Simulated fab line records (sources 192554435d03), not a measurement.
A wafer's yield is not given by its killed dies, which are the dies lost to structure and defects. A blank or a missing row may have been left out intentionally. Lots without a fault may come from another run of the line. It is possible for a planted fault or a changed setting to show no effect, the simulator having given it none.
Which tool was responsible? | flow n5_finfet | 14 lots, 42 wafers sampled, at 4 steps of a route of 1938

## WHAT THE GAUGES SHOWED, per wafer
N5_BEOL_M9_CD_MEAS_11: target cd 64.1 nm.
lot  | measured     | on        | cd_nm (nm)
L500 | day 10 17:02 | cd_sem-02 | 65.3 64.5 64.4
L504 | day 12 17:44 | cd_sem-01 | 62.9 64.5 64.6
L503 | day 12 21:01 | cd_sem-01 | 62.5 64.3 63.4
L505 | day 13 14:55 | cd_sem-01 | 63.5 63.8 64.9
L509 | day 14 17:51 | cd_sem-03 | - - -
L510 | day 15 03:01 | cd_sem-02 | - - -
L515 | day 15 18:22 | cd_sem-01 | 65.6 64.3 64.2
L514 | day 16 18:47 | cd_sem-01 | 64.6 64.8 64.7
L518 | day 16 22:07 | cd_sem-01 | 63.8 64.2 63.4
L520 | day 17 00:20 | cd_sem-01 | 64.5 64.4 63.7
L519 | day 17 00:34 | cd_sem-03 | 64.0 63.3 63.9
L521 | day 17 04:15 | cd_sem-01 | 64.4 64.5 64.7
L522 | day 17 04:57 | cd_sem-02 | 64.7 64.0 64.6
L523 | day 17 09:36 | cd_sem-01 | 64.5 64.2 64.3

## TOOL THAT RAN EACH LOT (tool first, then ch and the chambers of the sampled wafers, then the start)
lot  | N5_BEOL_M8_SURFACE_TREAT_79  | N5_BEOL_M9_PECVD_70             | N5_BEOL_M9_EXPOSE_08
L500 | pvd_sputter-02, day 10 12:56 | pecvd-01 ch 0,1, day 10 14:52   | arfi_scanner-03 ch 0, day 10 16:55
L504 | pvd_sputter-03, day 12 13:26 | pecvd-03 ch 0,1,2, day 12 16:40 | arfi_scanner-02 ch 0, day 12 17:37
L503 | pvd_sputter-01, day 12 17:49 | pecvd-04 ch 0,1,2, day 12 19:59 | arfi_scanner-03 ch 0, day 12 20:53
L505 | pvd_sputter-03, day 13 08:51 | pecvd-01 ch 0,1, day 13 12:39   | arfi_scanner-01 ch 0, day 13 14:47
L509 | pvd_sputter-02, day 14 11:32 | pecvd-04 ch 1,2, day 14 15:27   | arfi_scanner-02, day 14 17:44
L510 | pvd_sputter-03, day 14 23:20 | pecvd-04 ch 0,1, day 15 02:05   | arfi_scanner-02, day 15 02:53
L515 | pvd_sputter-03, day 15 11:41 | pecvd-04 ch 0,1, day 15 13:40   | arfi_scanner-02 ch 0, day 15 18:14
L514 | pvd_sputter-03, day 16 15:32 | pecvd-03 ch 0,2, day 16 17:46   | arfi_scanner-01 ch 0, day 16 18:40
L518 | pvd_sputter-02, day 16 19:33 | pecvd-03 ch 0,1, day 16 21:41   | arfi_scanner-01 ch 0, day 16 21:59
L520 | pvd_sputter-02, day 16 20:05 | pecvd-01 ch 1,2, day 16 22:28   | arfi_scanner-01 ch 0, day 17 00:12
L519 | pvd_sputter-02, day 16 20:21 | pecvd-01 ch 0,1, day 16 22:56   | arfi_scanner-03 ch 0, day 17 00:26
L521 | pvd_sputter-03, day 17 00:17 | pecvd-04 ch 0,1, day 17 02:20   | arfi_scanner-02 ch 0, day 17 04:08
L522 | pvd_sputter-03, day 17 01:07 | pecvd-04 ch 1,2, day 17 03:34   | arfi_scanner-03 ch 0, day 17 04:50
L523 | pvd_sputter-02, day 17 05:06 | pecvd-01 ch 0,1, day 17 07:09   | arfi_scanner-02 ch 0, day 17 09:28
- N5_BEOL_M8_SURFACE_TREAT_79
- N5_BEOL_M9_PECVD_70: deposits SiO2 from TEOS/O2, target thk 20 nm, time 22.7 s.
- N5_BEOL_M9_EXPOSE_08: exposes mask M9.

## WHAT THE TOOLS THEMSELVES READ (means of the sampled wafers that have a number; where no wafer has one, the mark that the record gives instead)
N5_BEOL_M8_SURFACE_TREAT_79.
lot  | tool           | ar_flow_sccm (sccm)
L500 | pvd_sputter-02 | 30.06
L504 | pvd_sputter-03 | 29.96
L503 | pvd_sputter-01 | 30.01
L505 | pvd_sputter-03 | 29.98
L509 | pvd_sputter-02 | 30.00
L510 | pvd_sputter-03 | 30.01
L515 | pvd_sputter-03 | 29.98
L514 | pvd_sputter-03 | 29.89
L518 | pvd_sputter-02 | 30.01
L520 | pvd_sputter-02 | 29.97
L519 | pvd_sputter-02 | 30.04
L521 | pvd_sputter-03 | 30.02
L522 | pvd_sputter-03 | 30.05
L523 | pvd_sputter-02 | 30.08

N5_BEOL_M9_PECVD_70.
lot  | tool     | chamber_pressure_Torr (Torr) | heater_power_w (W) | showerhead_plenum_p_Torr (Torr) | throttle_valve_pct (%)
L500 | pecvd-01 | 5.505                        | 820                | 8.77                            | 20.9
L504 | pecvd-03 | 5.502                        | 682                | 8.79                            | 22.1
L503 | pecvd-04 | 5.496                        | 747                | 8.82                            | 23.6
L505 | pecvd-01 | 5.499                        | 755                | 8.76                            | 21.7
L509 | pecvd-04 | 5.503                        | 774                | 8.87                            | 23.5
L510 | pecvd-04 | 5.509                        | 821                | 8.76                            | 23.4
L515 | pecvd-04 | 5.505                        | 832                | 8.80                            | 24.3
L514 | pecvd-03 | 5.500                        | 710                | 8.79                            | 21.5
L518 | pecvd-03 | 5.511                        | 734                | 8.76                            | 23.0
L520 | pecvd-01 | 5.498                        | 724                | 8.78                            | 21.3
L519 | pecvd-01 | 5.499                        | 768                | 8.77                            | 20.8
L521 | pecvd-04 | 5.492                        | 782                | 8.76                            | 23.3
L522 | pecvd-04 | 5.500                        | 780                | 8.87                            | 23.5
L523 | pecvd-01 | 5.502                        | 720                | 8.75                            | 21.5

N5_BEOL_M9_EXPOSE_08.
lot  | tool            | exposure_dose_mJ_cm2
L500 | arfi_scanner-03 | 53.68
L504 | arfi_scanner-02 | 53.68
L503 | arfi_scanner-03 | 53.69
L505 | arfi_scanner-01 | 53.68
L509 | arfi_scanner-02 | -
L510 | arfi_scanner-02 | -
L515 | arfi_scanner-02 | 53.72
L514 | arfi_scanner-01 | 53.63
L518 | arfi_scanner-01 | 53.70
L520 | arfi_scanner-01 | 53.69
L519 | arfi_scanner-03 | 53.64
L521 | arfi_scanner-02 | 53.72
L522 | arfi_scanner-03 | 53.62
L523 | arfi_scanner-02 | 53.73

## THE ANSWER, worked out from the rows above alone
Rule: what is usual is taken from the lots themselves. Put in order of their means at a reading, lots are off if they are a third of the lots or fewer, leave a main group of 4 or more, and stand apart from it by a gap of 3 or more times the standard deviation of the main group's means; of several such gaps the widest counts. A main group whose means are all the same, to the digits that the tables above print for the reading, isn't used. A lot without any number at a reading at which 4 lots or more have one is off too. The other lots that the step has rows for count as sound. Order of review: gauges by route order, followed by the tools' own readings, for which a lot's mean as printed above is used. The first step at which some lot is off is used, and at that step the reading that is off furthest; a lot without a number counts as furthest.
Off: L509, L510, at N5_BEOL_M9_CD_MEAS_11 (cd_nm). Without a number there: L509, L510. For the main group the mean is 64.2 nm and the standard deviation 0.41.
A tool fits if, at a process step before that reading, it ran every lot that is off, and no sound lot after the first of them. The gauges at N5_BEOL_M9_CD_MEAS_11 aren't tried: what is off there is off at N5_BEOL_M9_EXPOSE_08 too, on other tools, and a gauge's error can't cause that. No candidate that was tried fits.

## WHAT HAD BEEN PUT IN BY THE SIMULATOR
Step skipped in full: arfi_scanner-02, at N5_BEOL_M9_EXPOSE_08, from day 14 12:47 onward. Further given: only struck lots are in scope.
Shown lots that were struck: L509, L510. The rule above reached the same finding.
